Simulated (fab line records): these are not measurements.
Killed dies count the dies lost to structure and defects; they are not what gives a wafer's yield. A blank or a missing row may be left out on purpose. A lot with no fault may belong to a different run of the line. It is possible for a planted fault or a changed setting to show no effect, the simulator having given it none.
fab line records | flow n5Finfet
record: lots: 7 wafers: 21
route steps=1938 shown MIM_BOT_LITHO@1858 TV_OPEN@1887 PASSIVATION@1934
startH: hours from the record's opening day to when the first of the lot's shown wafers began | waitH: time in hours since the lot's previous step | " unchanged from the row above | L1.1+2: one row covering several wafers at once | - no value, or no start given | * or withheld: withheld | < > ~ a bound
route shown NAME@n: NAME is a module with steps in the file, n the number in the route of the first one | usual: mean/standard deviation taken from wafers without a fault | same: alike in all rows | chamber/n: place in a boat | sites: each site's reading | _std_site: how widely they spread, as a standard deviation | _edge_site: the outer-site mean with the inner-site mean subtracted | radiusMm: for every site, how far away it sits from the centre of the wafer | mask NAME#n: copy n | behind: the tool/chamber that last shaped the wafer | hold: the reason the lot was held/the length of the hold in hours/how it ended | device: the transistor (n, p or np) that didn't switch | end of line: tests run on the same wafers once the route is complete | where a step has no rows: the recipe by itself | killed: count of dies lost to structure and defects at first sort (not the wafer's yield) | map: the dies of a wafer, with x for killed, . for not killed, _ for no die there
set.NAME: the run value of the setting; set.NAME@STEP: its run value at that earlier step | model.NAME: the simulator's own value behind a step, which no gauge read
one table per step and one row per wafer, for lots whose settings were changed on purpose
== steps ==
step: N5_MIM_BOT_LITHO_EXPOSE_05
recipe: maskId: MIM_BOT na: 0.55 sourceShape: conventional sigmaOuter: 0.8 polarization: unpolarized doseMj: 24.25
columns lot.wafer tool chamber startH waitH mask set.doseMj
L075.2+3 krfScanner-01 0 325.50 - MIM_BOT#0 25.3
L075.4 " 0 " " MIM_BOT#0 24.25
L080.1+2+6 krfScanner-01 0 355.73 - MIM_BOT#0 22.5
L084.1 krfScanner-02 0 359.46 - MIM_BOT#0 23.71
L084.2+6 " 0 " " MIM_BOT#0 24.25
L085.1 krfScanner-01 0 374.78 - MIM_BOT#0 24.25
L085.3+4 " 0 " " MIM_BOT#0 22.72
L088.1+2+3 krfScanner-02 0 387.40 - MIM_BOT#0 24.25
L092.2+4+6 krfScanner-02 0 425.29 - MIM_BOT#0 24.25
L091.2+3+4 krfScanner-02 0 428.18 - MIM_BOT#0 22.83
step: N5_MIM_BOT_LITHO_PEB_06
recipe: pebTempC: withheld pebTimeS: *
step: N5_MIM_BOT_LITHO_DEVELOP_07
recipe: developTimeS: 60 rinseLiquid: diw dry: airSpin devTempC: 21
step: N5_MIM_BOT_LITHO_HARDBAKE_09
recipe: tempC: 130 timeS: 120
step: N5_MIM_BOT_LITHO_CD_MEAS_08
recipe: targetCdNm: 3000 landingEnergyEv: 500 detector: seInlens polarity: opening
usual: cdNm: 2999.7/1.3
columns lot.wafer tool chamber startH waitH set.doseMj@MIM_BOT_LITHO_EXPOSE_05 cdNm
L075.2 cdSem-03 0 325.67 - 25.3 3007.8
L075.3 " 0 " " 25.3 3008.5
L075.4 " 0 " " 24.25 2997.7
L080.1 cdSem-03 0 355.91 - 22.5 2983.7
L080.2 " 0 " " 22.5 2986.2
L080.6 " 0 " " 22.5 2986.3
L084.1 cdSem-03 0 359.64 - 23.71 2995.7
L084.2 " 0 " " 24.25 3000.6
L084.6 " 0 " " 24.25 3000.8
L085.1 cdSem-01 0 374.95 - 24.25 3000.9
L085.3 " 0 " " 22.72 2989.8
L085.4 " 0 " " 22.72 2990.6
L088.1 cdSem-01 0 387.57 - 24.25 2997.3
L088.2 " 0 " " 24.25 2998.1
L088.3 " 0 " " 24.25 2996.6
L092.2 cdSem-03 0 425.46 - 24.25 2999.8
L092.4 " 0 " " 24.25 3000.4
L092.6 " 0 " " 24.25 2999.5
L091.2 cdSem-03 0 428.35 - 22.83 2990.9
L091.3 " 0 " " 22.83 2990.7
L091.4 " 0 " " 22.83 2987.5
step: N5_PASSIVATION_PASS_ETCH_74
recipe: chemistry: CF4/O2 target: SiNx targetDepthA: 2200 timeS: 110 ionEnergyEv: 100 pressureMtorr: 40 sourceW: 535 biasW: 49 Ar_flow_sccm: 100 cf4FlowSccm: 100 O2_flow_sccm: 10
columns lot.wafer tool chamber startH waitH set.cf4FlowSccm
L075.2+4 rieDiel-05 1 330.59 0.0 121.6
L075.3 " 3 " " 100
L080.1+6 rieDiel-05 1 357.66 0.0 110.1
L080.2 " 0 " " 100
L084.1+2 rieDiel-02 0,2 361.89 0.0 118.8
L084.6 " 0 " " 100
L085.1 rieDiel-03 1 378.54 0.0 85.85
L085.3+4 " 3,0 " " 100
L088.1+2+3 rieDiel-02 2,0,3 389.25 0.0 100
L092.2+6 rieDiel-05 3,2 429.21 0.0 116.2
L092.4 " 1 " " 100
L091.2+4 rieDiel-02 0,2 430.15 0.0 100
L091.3 " 1 " " 107.3
step: N5_PASSIVATION_VIA_ETCH_13
recipe: chemistry: CHF3/O2 target: SiO2 targetDepthA: 6600 CHF3_flow_sccm: 50 O2_flow_sccm: 5 Ar_flow_sccm: 200 timeS: 330 maskMaterial: PR pressureMtorr: 30 sourceW: 650 biasW: 170 ionEnergyEv: 200 ends: cleared
step: N5_PASSIVATION_STRIP_14
recipe: chemistry: O2 powerW: 600 tempC: 60 pressureMtorr: 30 rfFrequencyHz: 6e+07 biasPowerW: 0 overashFraction: 0.5 o2FlowSccm: 225
step: N5_PASSIVATION_SRD_72
recipe: dry: ipaMarangoni timeS: 30 tempC: 23 rinseLiquid: diw
step: N5_PASSIVATION_ANNEAL_56
recipe: tempC: 400 timeS: 1800 ambient: FGA idleTempC: 300 rampUpCPerMin: 5 rampDownCPerMin: 3
step: N5_PASSIVATION_PROBE_49
usual: defectLimitedYield: 91.2/1.3 killed_at_M0_to_M3: 34/9.2 killed_at_M4_up: 14/5 killedAtContacts: 13/6.7 killedAtFrontEnd: 39/12 killedAtOther: 4/3.3 killedDies: 104/15 killedOpen: 68/12 killedShort: 34/7.5 sort_bin_5_function: 5.2/0.87 sort_bin_6_memory: 3.3/0.63 sort_bin_8_speed: 0/0 sortNPass: 1076/15
same: grossDies: 1180 killedAtBackSide: 0 sort_bin_4_leakage[%]: 0
columns lot.wafer tool chamber startH waitH set.cf4FlowSccm@PASSIVATION_PASS_ETCH_74 defectLimitedYield[%] killed_at_M0_to_M3 killed_at_M4_up killedAtContacts killedAtFrontEnd killedAtOther killedDies killedOpen killedShort sort_bin_5_function[%] sort_bin_6_memory[%] sort_bin_8_speed[%] sortNPass
L075.2 prober-02 - 337.41 0.1 121.6 90.5 50 17 16 27 2 112 56 27 5.3 3.6 0 1068
L075.3 prober-02 - 337.46 0.1 100 93.3 34 10 8 25 2 79 52 25 3.6 3.0 0 1101
L075.4 prober-02 - 337.51 0.2 121.6 89.7 39 16 20 42 5 122 63 40 6.4 3.6 0 1058
L080.1 prober-02 - 364.77 0.0 110.1 92.6 33 8 7 36 3 87 50 36 4.3 2.9 0 1093
L080.2 prober-02 - 364.82 0.1 100 89.2 26 46 4 47 5 128 65 35 7.6 2.8 0 1052
L080.6 prober-02 - 365.02 0.3 110.1 86.9 44 39 11 61 0 155 90 42 9.2 3.6 0 1025
L084.1 prober-01 - 369.48 0.0 118.8 88.3 37 48 7 44 2 138 72 31 8.1 3.4 0 1042
L084.2 prober-01 - 369.53 0.1 118.8 91.8 24 22 9 36 6 97 65 23 5.8 2.4 0 1083
L084.6 prober-01 - 369.73 0.3 100 88.7 29 50 4 45 5 133 63 35 8.1 2.6 0.08 1047
L085.1 prober-02 - 385.14 0.0 85.85 90.2 37 20 7 51 1 116 86 29 5.3 4.1 0 1064
L085.3 prober-02 - 385.24 0.1 100 79.6 167 14 22 37 1 241 65 41 11.6 7.3 0.25 939
L085.4 prober-02 - 385.29 0.2 100 79.7 179 14 6 37 3 239 56 35 11.8 7.1 0.25 941
L088.1 prober-02 - 395.81 0.0 100 92.1 34 8 20 31 0 93 53 33 4.4 2.9 0 1087
L088.2 prober-02 - 395.86 0.1 100 90.9 33 10 8 53 3 107 52 53 5.3 3.1 0 1073
L088.3 prober-02 - 395.91 0.1 100 92.1 36 6 14 37 0 93 56 36 4.2 3.6 0 1087
L092.2 prober-02 - 438.08 0.5 116.2 88.1 34 45 8 46 7 140 74 31 5.5 3.5 0 1040
L092.4 prober-02 - 438.18 0.6 100 87.3 34 41 17 45 13 150 76 43 5.9 4.2 0 1030
L092.6 prober-02 - 438.28 0.7 116.2 88.2 55 39 17 27 1 139 74 34 5.2 4.0 0 1041
L091.2 prober-02 - 439.89 0.4 100 90.1 17 6 17 72 5 117 68 44 5.9 3.6 0.08 1063
L091.3 prober-02 - 439.94 0.4 107.3 0 1111 7 10 51 1 1180 65 38 95.3 4.2 0 0
L091.4 prober-02 - 439.99 0.5 100 91.2 31 7 10 50 6 104 59 45 4.8 3.3 0 1076
killed by level:class
L075.2 BEOL_M2:areaExpose=21 MOL_CONTACT_COAG:geometricParticle:open=11 BEOL_M2:geometricParticle:open=9 FIN_SAQP:geometricParticle:short=5 DUMMY_GATE:geometricParticle:open=5 MOL_CONTACT_COAG:geometricParticle:short=5 BEOL_M0_SAQP:geometricParticle:open=5 BEOL_M0_SAQP:geometricParticle:short=5
L075.3 FIN_SAQP:geometricParticle:open=7 MOL_CONTACT_COAG:geometricParticle:open=7 BEOL_M2:geometricParticle:open=7 BEOL_M0_SAQP:geometricParticle:short=5 DUMMY_GATE:geometricParticle:open=4 GATE_CUT:geometricParticle:short=4 BEOL_M0_SAQP:geometricParticle:open=4 BEOL_M0:geometricParticle:open=4
L075.4 BEOL_M2:areaExpose=16 FIN_SAQP:geometricParticle:open=14 MOL_CONTACT_COAG:geometricParticle:open=14 BEOL_M0_SAQP:geometricParticle:short=8 STARTING-WAFER:geometricParticle:short=7 MOL_CONTACT_COAG:geometricParticle:short=6 BEOL_M4:geometricParticle:open=5 FIN_SAQP:geometricParticle:short=4
L080.1 FIN_SAQP:geometricParticle:short=11 FIN_SAQP:geometricParticle:open=7 BEOL_M2:geometricParticle:open=7 BEOL_M3:geometricParticle:open=6 MOL_CONTACT_COAG:geometricParticle:open=6 STI_FIN_REVEAL:geometricParticle:open=5 BEOL_M0_SAQP:geometricParticle:open=5 BEOL_M2:geometricParticle:short=5
L080.2 BEOL_M11:areaPeb=27 FIN_SAQP:geometricParticle:short=12 BEOL_M4:geometricParticle:open=12 DUMMY_GATE:geometricParticle:open=7 BEOL_M2:geometricParticle:open=7 STI_FIN_REVEAL:geometricParticle:open=6 BEOL_M3:geometricParticle:open=5 FIN_SAQP:geometricParticle:open=4
L080.6 BEOL_M11:areaPeb=22 FIN_SAQP:geometricParticle:short=14 BEOL_M2:geometricParticle:open=14 FIN_SAQP:geometricParticle:open=13 MOL_CONTACT_COAG:geometricParticle:open=11 STI_FIN_REVEAL:geometricParticle:open=8 BEOL_M0_SAQP:geometricParticle:short=8 DUMMY_GATE:geometricParticle:open=6
L084.1 BEOL_M10:areaPeb=32 FIN_SAQP:geometricParticle:open=19 BEOL_M1:geometricParticle:open=17 BEOL_M4:geometricParticle:open=9 BEOL_M0_SAQP:geometricParticle:short=8 STI_FIN_REVEAL:geometricParticle:open=6 FIN_SAQP:geometricParticle:short=5 MOL_CONTACT_COAG:geometricParticle:open=4
L084.2 FIN_SAQP:geometricParticle:open=13 BEOL_M4:geometricParticle:open=12 MOL_CONTACT_COAG:geometricParticle:open=7 BEOL_M0_SAQP:geometricParticle:short=6 BEOL_M0_SAQP:geometricParticle:open=6 BEOL_M11:areaPeb=6 FIN_SAQP:geometricParticle:short=4 STI_FIN_REVEAL:geometricParticle:open=4
L084.6 BEOL_M10:areaPeb=29 FIN_SAQP:geometricParticle:open=22 BEOL_M4:geometricParticle:open=11 FIN_SAQP:geometricParticle:short=7 BEOL_M0_SAQP:geometricParticle:short=7 BEOL_M1:geometricParticle:open=6 GATE_CUT:geometricParticle:short=5 BEOL_M0_SAQP:geometricParticle:open=4
L085.1 FIN_SAQP:geometricParticle:open=19 BEOL_M4:geometricParticle:open=12 BEOL_M2:geometricParticle:open=8 MOL_CONTACT_COAG:geometricParticle:open=6 BEOL_M3:geometricParticle:open=6 STI_FIN_REVEAL:geometricParticle:open=5 GATE_CUT:geometricParticle:short=5 BEOL_M1:geometricParticle:open=5
L085.3 BEOL_M2:areaExpose=128 MOL_CONTACT_COAG:geometricParticle:open=14 FIN_SAQP:geometricParticle:open=11 MOL_CONTACT_COAG:geometricParticle:short=8 BEOL_M3:geometricParticle:open=8 DUMMY_GATE:geometricParticle:open=6 FIN_SAQP:geometricParticle:short=5 BEOL_M0_SAQP:geometricParticle:open=5
L085.4 BEOL_M2:areaExpose=142 FIN_SAQP:geometricParticle:open=11 FIN_SAQP:geometricParticle:short=8 BEOL_M4:geometricParticle:open=8 MOL_CONTACT_COAG:geometricParticle:open=6 DUMMY_GATE:geometricParticle:open=5 BEOL_M0_SAQP:geometricParticle:short=5 BEOL_M1:geometricParticle:short=5
L088.1 MOL_CONTACT_COAG:geometricParticle:open=14 BEOL_M0_SAQP:geometricParticle:short=9 FIN_SAQP:geometricParticle:short=8 BEOL_M0_SAQP:geometricParticle:open=7 FIN_SAQP:geometricParticle:open=5 STI_FIN_REVEAL:geometricParticle:open=5 BEOL_M1:geometricParticle:open=5 MOL_CONTACT_COAG:geometricParticle:short=4
L088.2 FIN_SAQP:geometricParticle:short=25 FIN_SAQP:geometricParticle:open=14 BEOL_M0_SAQP:geometricParticle:short=8 MOL_CONTACT_COAG:geometricParticle:open=6 BEOL_M0_SAQP:geometricParticle:open=6 BEOL_M2:geometricParticle:open=5 DUMMY_GATE:geometricParticle:open=3 DUMMY_GATE:geometricParticle:short=3
L088.3 FIN_SAQP:geometricParticle:open=9 MOL_CONTACT_COAG:geometricParticle:open=9 BEOL_M1:geometricParticle:open=9 FIN_SAQP:geometricParticle:short=8 BEOL_M0_SAQP:geometricParticle:short=8 STI_FIN_REVEAL:geometricParticle:open=5 MOL_CONTACT_COAG:geometricParticle:short=5 BEOL_M0_SAQP:geometricParticle:open=5
L092.2 BEOL_M10:areaPeb=30 FIN_SAQP:geometricParticle:open=12 FIN_SAQP:geometricParticle:short=11 BEOL_M2:geometricParticle:open=9 MOL_CONTACT_COAG:geometricParticle:open=7 BEOL_M0:geometricParticle:open=7 STI_FIN_REVEAL:geometricParticle:open=6 DUMMY_GATE:geometricParticle:open=5
L092.4 BEOL_M10:areaPeb=27 MOL_CONTACT_COAG:geometricParticle:open=16 FIN_SAQP:geometricParticle:short=14 BEOL_M2:geometricParticle:open=12 BEOL_M4:geometricParticle:open=9 DUMMY_GATE:geometricParticle:open=7 PASS1_CAP:geometricParticle:open=6 FIN_SAQP:geometricParticle:open=5
L092.6 BEOL_M10:areaPeb=23 MOL_CONTACT_COAG:geometricParticle:open=15 BEOL_M2:geometricParticle:open=13 BEOL_M3:geometricParticle:open=11 BEOL_M0_SAQP:geometricParticle:short=11 FIN_SAQP:geometricParticle:short=10 BEOL_M0_SAQP:geometricParticle:open=8 FIN_SAQP:geometricParticle:open=4
L091.2 FIN_SAQP:geometricParticle:short=26 FIN_SAQP:geometricParticle:open=17 MOL_CONTACT_COAG:geometricParticle:open=16 STI_FIN_REVEAL:geometricParticle:open=12 DUMMY_GATE:geometricParticle:open=4 GATE_CUT:geometricParticle:short=4 BEOL_M2:geometricParticle:open=4 BEOL_M3:geometricParticle:open=4
L091.3 BEOL_M0_SAQP:areaAld=1077 FIN_SAQP:geometricParticle:short=15 FIN_SAQP:geometricParticle:open=13 BEOL_M3:geometricParticle:open=12 MOL_CONTACT_COAG:geometricParticle:open=8 BEOL_M0_SAQP:geometricParticle:short=7 GATE_CUT:geometricParticle:short=5 BEOL_M0_SAQP:geometricParticle:open=5
L091.4 FIN_SAQP:geometricParticle:short=18 STI_FIN_REVEAL:geometricParticle:open=11 MOL_CONTACT_COAG:geometricParticle:open=8 BEOL_M0_SAQP:geometricParticle:open=8 BEOL_M0_SAQP:geometricParticle:short=7 BEOL_M2:geometricParticle:open=6 DUMMY_GATE:geometricParticle:open=4 FIN_SAQP:geometricParticle:open=3
== key ==
split: step: N5_MIM_BOT_LITHO_EXPOSE_05 setting: doseMj stated: 24.25 by: wafer
response: step: N5_MIM_BOT_LITHO_CD_MEAS_08 reading: cdNm change: +1.95 per: 1% r: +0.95
split: step: N5_PASSIVATION_PASS_ETCH_74 setting: cf4FlowSccm stated: 100 by: wafer
response: step: N5_PASSIVATION_PROBE_49 reading: defectLimitedYield shape: bent atLowest: 90.2 atStated: 88.6 atHighest: 90.1
response: step: N5_PASSIVATION_PROBE_49 reading: killed_at_M0_to_M3 shape: bent atLowest: 37 atStated: 56 atHighest: 44
response: step: N5_PASSIVATION_PROBE_49 reading: killedDies shape: bent atLowest: 116 atStated: 135 atHighest: 117
response: step: N5_PASSIVATION_PROBE_49 reading: sort_bin_5_function shape: bent atLowest: 5.3 atStated: 6.7 atHighest: 5.8
response: step: N5_PASSIVATION_PROBE_49 reading: sortNPass shape: bent atLowest: 1064 atStated: 1045 atHighest: 1063
